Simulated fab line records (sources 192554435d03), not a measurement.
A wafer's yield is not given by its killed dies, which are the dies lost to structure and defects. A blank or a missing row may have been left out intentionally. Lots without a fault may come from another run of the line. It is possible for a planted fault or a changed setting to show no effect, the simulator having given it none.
A lot that was struck, set against a sound lot -- flow n5Finfet -- 39 out of 1938 route steps
Sound: the wafers L288.2, L288.4, L288.5. Struck: wafer L296.5. (L296.2, L296.4 of the same lot were not struck and are left out.) The cause comes at the end.
For every step that has rows: the tool of each side, followed by ch and its chambers, followed by its first start. Under that, the readings that differ: sound wafers -- struck wafers -- difference of the means -- sigmas: that difference in standard deviations of wafers without a fault.
alike: same words and numbers on both sides, and readings whose means sit less than 2 such deviations apart. not compared: any withheld reading, any reading some wafer has no value for, any bound like >300 that may hide the same value, and any number with overlapping values for which the record gives no deviation.
The two part at a step that has a row with sigmas, a row that says differs or no value, or rows on one side only. When numbers do not overlap yet have no deviation, they are printed without sigmas and do not part them. Lack of a reading on every wafer of one side parts them only where that side has two or more wafers.

first, 9 steps without rows for these wafers: N5_MOL_CONTACT_COAG_CVD_140 (deposits W, target thk 66.5 nm, time 215 s); N5_MOL_CONTACT_COAG_PRECLEAN_127 (cleans in DIW, time 57.5 s); N5_MOL_CONTACT_COAG_SRD_128 (dry time 32 s); N5_MOL_CONTACT_COAG_CMP_52 (polishes, stops on SiO2, t overpolish 1.5 s, target thk 66.5 nm); N5_MOL_CONTACT_COAG_ANNEAL_112 (time 1800 s); N5_BEOL_M0_SAQP_PECVD_00 (deposits SiCN from 3MS/NH3, target thk 8 nm, time 14 s); N5_BEOL_M0_SAQP_ILD_DEP_01 (deposits SiOC from DEMS/O2, target thk 45.419 nm, time 8.7 s); N5_BEOL_M0_SAQP_HM_DEP_02 (deposits TiN, target thk 12 nm); N5_BEOL_M0_SAQP_PECVD_03 (deposits SiCN from 3MS/NH3, target thk 12 nm, time 21.1 s).
N5_BEOL_M0_SAQP_PECVD_96: deposits a-Si from SiH4/He, target thk 45 nm, time 45.2 s.
  sound on pecvd-03 ch 0,2, day 7 12:59; struck on pecvd-03 ch 2, day 9 15:47
reading,sound,struck,difference,sigmas
runLengthS (s),81.8 80.6 82.3,78.3,-3.3,-6
throttleValvePct (%),22.3 16.2 22.3,16.3,-4.0,-2
model.a-Si_of_BEOL_M0_SAQP_PECVD_96.thkNm (nm),45.2 45.4 46.2,43.6,-2.0,
  alike: heaterPowerW, showerheadPlenumPTorr
then, 25 steps without rows for these wafers: N5_BEOL_M0_SAQP_PECVD_97 (deposits SiNx from SiH4/NH3/N2, target thk 23 nm, time 19.9 s); N5_BEOL_M0_SAQP_PECVD_04 (deposits a-Si from SiH4/He, target thk 60 nm, time 60.2 s); N5_BEOL_M0_SAQP_HM_DEP_111 (deposits SiO2 from SiH4/N2O, target thk 12 nm, time 7.2 s); N5_BEOL_M0_SAQP_COAT_81 (time 60 s, resist thk 100 nm); N5_BEOL_M0_SAQP_COAT_82 (time 60 s, resist thk 30 nm); N5_BEOL_M0_SAQP_COAT_08 (resist thk 90 nm); N5_BEOL_M0_SAQP_EBR_10; N5_BEOL_M0_SAQP_SOFTBAKE_09 (time 60 s); N5_BEOL_M0_SAQP_EXPOSE_11 (exposes mask M0 CORE, target cd 42 nm); N5_BEOL_M0_SAQP_PEB_12 (peb time 60 s); N5_BEOL_M0_SAQP_DEVELOP_13 (develop time 30 s); N5_BEOL_M0_SAQP_DESCUM_19 (chemistry O2, time 7.9 s); N5_BEOL_M0_SAQP_ETCH_83 (etches SiARC in CF4, target depth 39 nm, time 65 s); N5_BEOL_M0_SAQP_ETCH_84 (etches SOC in N2/H2, target depth 100 nm, overetch 20 nm, time 150 s); N5_BEOL_M0_SAQP_STRIP_80 (strips in N2/H2); N5_BEOL_M0_SAQP_HM_OPEN_112 (chemistry CHF3/O2, target SiO2, stops on a-Si, target depth 12 nm, time 13.5 s); N5_BEOL_M0_SAQP_STRIP_113 (strips in CHF3/O2); N5_BEOL_M0_SAQP_MANDREL_ETCH_20 (etches a-Si in HBr/Cl2, stops on SiNx, target depth 60 nm, bt time 10 s, time 30 s); N5_BEOL_M0_SAQP_STRIP_86 (strips in N2/H2); N5_BEOL_M0_SAQP_STRIP_115 (strips in post etch residue remover, time 60 s); N5_BEOL_M0_SAQP_SRD_93 (time 30 s); N5_BEOL_M0_SAQP_RECESS_114 (chemistry HF/NH3, target SiO2, target depth 14.4 nm, afs cycles 3, sublimation time 60 s); N5_BEOL_M0_SAQP_SPACER1_ALD_98 (deposits SiO2, target thk 12.8 nm, pulse time 1 s, purge time 2 s); N5_BEOL_M0_SAQP_SPACER1_ETCHBACK_99 (etches SiO2 in CHF3/O2, target depth 15.4 nm, time 7.7 s); N5_BEOL_M0_SAQP_MANDREL1_REMOVE_100 (chemistry HBr/Cl2/O2, target a-Si, stops on SiNx, bt time 10 s).
N5_BEOL_M0_SAQP_MANDREL_ETCH_103: etches a-Si in HBr/Cl2, stops on SiCN, target depth 45 nm, bt time 10 s, time 27 s.
  sound on rieSi-05 ch 0,3, day 7 16:19; struck on rieSi-04 ch 0, day 9 18:43
reading,sound,struck,difference,sigmas
mfcCl2Sccm (sccm),80.10 80.31 80.05,79.61,-0.54,-2
model.etch.depthNm (nm),45.13 45.46 46.23,43.57,-2.04,
  alike: drypumpMotorCurrentA, heBacksideLeakSccm, oesProductAu, throttleValvePct
  not compared: rfHoursCounterH
N5_BEOL_M0_SAQP_SPACER2_ETCHBACK_27: etches SiO2 in CHF3/O2, target depth 22.5 nm, time 11.25 s.
  sound on rieDiel-05 ch 0,1,2, day 7 17:52; struck on rieDiel-01 ch 0, day 9 20:06
reading,sound,struck,difference,sigmas
model.a-Si_of_BEOL_M0_SAQP_PECVD_96.thkNm (nm),43 43.2 44,41.4,-2.0,
  alike: drypumpMotorCurrentA, oes_ar_750_au, oesProductAu, rfVppV, showerheadPlenumPTorr, throttleValvePct
  not compared: rfHoursCounterH
-- a jump in the record: the struck wafers' starts before and after are 4 days apart (it breaks off in module BEOL_M0_SAQP and resumes in module BEOL_M4, where the first step shown is number 1111 of the route) --
N5_BEOL_M4_RC_MEAS_101:
  sound on prober-01 ch 0, day 11 00:51; struck on prober-02 ch 0, day 13 16:05
  alike: DIBL_N, DIBL_P, IOFF_N, IOFF_P, ION_N, ION_P, SS_N, SS_P, VT_N, VT_P
N5_PASSIVATION_PROBE_49:
  the record holds rows for the sound wafers here (prober-02, day 15 11:11) but none for the struck ones

## WHERE THEY PART
Earliest at N5_BEOL_M0_SAQP_PECVD_96; latest, in this record, at N5_PASSIVATION_PROBE_49.

WHY: whatever the simulator had introduced
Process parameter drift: pecvd-03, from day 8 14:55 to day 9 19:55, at N5_BEOL_M0_SAQP_PECVD_96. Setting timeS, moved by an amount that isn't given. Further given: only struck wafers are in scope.
